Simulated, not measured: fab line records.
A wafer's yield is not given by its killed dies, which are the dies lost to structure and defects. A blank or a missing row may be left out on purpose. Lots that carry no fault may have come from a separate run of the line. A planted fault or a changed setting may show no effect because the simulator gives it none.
Which tool is to blame?	flow n5 finfet	11 lots with 31 wafers sampled at 5 steps, on a route of 1938 steps

== WHAT THE GAUGES READ, wafer by wafer ==
Not one reading of a measure or inspect step in the record can be checked against a usual standard deviation.

== TOOL THAT RAN EACH LOT (tool first, then ch and the chambers of the sampled wafers, then the start) ==
lot	N5_BEOL_M5_SPUTTER_83	N5_MIM_TOP_LITHO_DESCUM_10	N5_MIM_TOP_ETCH_ETCH_00	N5_MIM_BOT_ETCH_STRIP_01	N5_PASSIVATION_PROBE_49
L608	pvd sputter-02, day 9 21:52	rie diel-05 ch 1,2, day 13 13:53	rie metal-02 ch 1, day 13 14:01	rie diel-06 ch 0,1,3, day 13 15:40	-
L610	pvd sputter-02, day 10 08:33	rie diel-06 ch 2,3, day 13 22:09	rie metal-01 ch 0, day 13 22:17	rie diel-05 ch 2,3, day 13 23:49	-
L613	pvd sputter-01, day 11 07:34	rie diel-06 ch 0,3, day 14 12:35	rie metal-02 ch 0,1, day 14 12:43	rie diel-02 ch 0,3, day 14 14:09	-
L612	pvd sputter-02, day 11 09:57	rie diel-02 ch 0,3, day 14 14:20	rie metal-01 ch 0, day 14 14:26	rie diel-02 ch 1,2,3, day 14 15:43	prober-01, day 15 00:33
L615	pvd sputter-02, day 11 15:19	rie diel-05 ch 1,3, day 15 04:20	rie metal-02 ch 0,1, day 15 04:25	rie diel-06 ch 0,1,3, day 15 05:28	prober-01, day 15 13:21
L625	pvd sputter-01, day 13 15:20	rie diel-06 ch 0,1,2, day 17 08:32	rie metal-01 ch 0,1, day 17 08:37	rie diel-06 ch 0,1,2, day 17 09:40	-
L623	pvd sputter-02, day 14 02:40	rie diel-05 ch 1,2,3, day 17 19:01	rie metal-01 ch 0,1, day 17 19:05	rie diel-02 ch 1,2,3, day 17 20:20	-
L626	pvd sputter-02, day 14 15:58	rie diel-06 ch 0,1, day 18 08:22	rie metal-02 ch 0, day 18 08:27	rie diel-05 ch 1,2,3, day 18 10:10	-
L627	pvd sputter-01, day 15 01:03	rie diel-06 ch 0,2, day 18 21:04	rie metal-03 ch 0,1, day 18 21:08	rie diel-06 ch 0,2,3, day 18 22:36	-
L629	pvd sputter-03, day 15 17:37	rie diel-06 ch 2,3, day 19 16:24	rie metal-03 ch 0,1, day 19 16:29	rie diel-05 ch 0,1,2, day 19 17:37	-
L630	pvd sputter-01, day 15 20:02	rie diel-05 ch 0,1,3, day 19 05:35	rie metal-02 ch 1, day 19 05:41	rie diel-02 ch 1,2, day 19 06:54	-
- N5_BEOL_M5_SPUTTER_83: material Cu, target thk 15 nm, time 27.62 s.
- N5_MIM_TOP_LITHO_DESCUM_10: chemistry O2, time 7.9 s.
- N5_MIM_TOP_ETCH_ETCH_00: etches TiN in Cl2/BCl3, target depth 38.5 nm.
- N5_MIM_BOT_ETCH_STRIP_01: strips in O2.
- N5_PASSIVATION_PROBE_49

== WHAT THE TOOLS THEMSELVES READ (means of the sampled wafers that have a number; where no wafer has one, the mark that the record gives instead) ==
N5_BEOL_M5_SPUTTER_83. Usual: susceptor temp C -19.98 C, standard deviation 0.1; throttle valve pct 30.1 %, standard deviation 0.94.
lot	tool	susceptor temp C (C)	throttle valve pct (%)	flag
L608	pvd sputter-02	-20.03	29.8	
L610	pvd sputter-02	-19.97	30.4	
L613	pvd sputter-01	-19.98	29.2	
L612	pvd sputter-02	-19.98	30.7	
L615	pvd sputter-02	-20.00	30.5	
L625	pvd sputter-01	-19.98	30.4	
L623	pvd sputter-02	-20.09	31.0	
L626	pvd sputter-02	-19.84	29.7	
L627	pvd sputter-01	-19.97	29.0	
L629	pvd sputter-03	-20.09	30.2	
L630	pvd sputter-01	-19.95	30.4	

N5_MIM_TOP_LITHO_DESCUM_10. Usual: drypump motor current A 5.7 A, standard deviation 0.36; oes product au 0.81 a.u., standard deviation 0.091; rf vpp V 243.3 V, standard deviation 1; showerhead plenum p Torr 2.08 Torr, standard deviation 0.036; throttle valve pct 20.39 %, standard deviation 0.23.
lot	tool	drypump motor current A (A)	oes product au (a.u.)	rf vpp V (V)	showerhead plenum p Torr (Torr)	throttle valve pct (%)	flag
L608	rie diel-05	5.5	0.87	243.9	2.07	20.31	
L610	rie diel-06	6.0	0.69	243.3	2.06	20.56	
L613	rie diel-06	5.8	0.75	244.1	2.09	20.57	
L612	rie diel-02	5.9	0.85	244.3	2.18	20.37	
L615	rie diel-05	5.3	0.77	243.1	2.09	20.43	
L625	rie diel-06	6.0	0.85	243.3	2.07	20.27	
L623	rie diel-05	5.4	0.78	243.9	2.06	20.42	
L626	rie diel-06	5.7	0.77	243.5	2.08	20.25	
L627	rie diel-06	6.0	0.83	243.1	2.07	20.41	
L629	rie diel-06	6.1	0.93	243.0	2.04	20.29	
L630	rie diel-05	5.6	0.90	243.1	2.07	20.44	

N5_MIM_TOP_ETCH_ETCH_00. Usual: drypump motor current A 5.7 A, standard deviation 0.35; oes product au 0.80 a.u., standard deviation 0.13; throttle valve pct 22.82 %, standard deviation 0.15.
lot	tool	drypump motor current A (A)	oes product au (a.u.)	throttle valve pct (%)	flag
L608	rie metal-02	5.3	0.66	23.00	
L610	rie metal-01	5.5	0.91	22.81	
L613	rie metal-02	5.4	0.82	22.96	
L612	rie metal-01	5.6	0.88	22.83	
L615	rie metal-02	5.5	0.85	22.94	
L625	rie metal-01	5.7	0.93	22.62	
L623	rie metal-01	5.6	0.89	22.73	
L626	rie metal-02	5.6	0.90	22.94	
L627	rie metal-03	6.1	0.69	22.78	
L629	rie metal-03	6.3	0.67	22.82	
L630	rie metal-02	5.3	1.00	22.61	

N5_MIM_BOT_ETCH_STRIP_01. Usual: drypump motor current A 5.7 A, standard deviation 0.41; oes product au 0.81 a.u., standard deviation 0.094; rf vpp V 3.8 V, standard deviation 1.2; showerhead plenum p Torr 2.09 Torr, standard deviation 0.041; throttle valve pct 16.64 %, standard deviation 0.21.
lot	tool	drypump motor current A (A)	oes product au (a.u.)	rf vpp V (V)	showerhead plenum p Torr (Torr)	throttle valve pct (%)	flag
L608	rie diel-06	5.8	0.78	4.8	2.10	16.62	
L610	rie diel-05	5.4	0.89	4.0	2.09	16.44	
L613	rie diel-02	5.8	0.86	4.6	2.17	16.62	
L612	rie diel-02	5.7	0.87	4.2	2.13	16.57	
L615	rie diel-06	5.8	0.76	4.5	2.09	16.68	
L625	rie diel-06	6.0	0.85	3.1	2.08	16.52	
L623	rie diel-02	5.7	0.81	3.3	2.12	16.62	
L626	rie diel-05	5.4	0.77	3.5	2.07	16.69	
L627	rie diel-06	6.0	0.89	2.4	2.07	16.58	
L629	rie diel-05	5.7	0.92	3.5	2.06	16.60	
L630	rie diel-02	5.5	0.78	2.8	2.08	16.68	

N5_PASSIVATION_PROBE_49. Usual: defect limited yield 91.6 %, standard deviation 1.4; killed_at_M0_to_M3 33, standard deviation 10; killed_at_M4_up 13, standard deviation 5.3; killed at contacts 13, standard deviation 5.9; killed at front end 36, standard deviation 12; killed at other 4, standard deviation 3.1; killed dies 99, standard deviation 16; killed on rim 13, standard deviation 4.2; killed open 65, standard deviation 13; killed short 32, standard deviation 7.3; sort_bin_5_function 4.9 %, standard deviation 0.9; sort_bin_6_memory 3.1 %, standard deviation 0.66; sort_bin_8_speed 0.0 %, standard deviation 0.42; sort n pass 1081, standard deviation 17; sort yield pct 91.6 %, standard deviation 1.4.
lot	tool	defect limited yield (%)	killed_at_M0_to_M3	killed_at_M4_up	killed at contacts	killed at front end	killed at other	killed dies	killed on rim	killed open	killed short	sort_bin_5_function (%)	sort_bin_6_memory (%)	sort_bin_8_speed (%)	sort n pass	sort yield pct (%)	flag
L612	prober-01	90.4	42	28	11	29	4	113	20	72	26	5.7	3.2	0.1	1066	90.4	
L615	prober-01	90.1	41	25	12	33	7	117	22	68	33	5.5	3.7	0.0	1063	90.1	

== THE ANSWER, worked out from the rows above alone ==
Rule: lot off if the mean of its wafers having a number is beyond 3 standard deviations from the usual mean. Also off: a lot with no number at a reading for which 4 or more lots have one. Any other lot the step has rows for is counted as sound. First the gauges in route order, then the tools' own readings, where a lot's mean is used as printed above. At the first step where some lot is off, the reading lying furthest off is the one used; lots without a number count as furthest.
Across all readings shown, no lot is off: no conclusion can be drawn from this.

== WHAT THE SIMULATOR PUT IN ==
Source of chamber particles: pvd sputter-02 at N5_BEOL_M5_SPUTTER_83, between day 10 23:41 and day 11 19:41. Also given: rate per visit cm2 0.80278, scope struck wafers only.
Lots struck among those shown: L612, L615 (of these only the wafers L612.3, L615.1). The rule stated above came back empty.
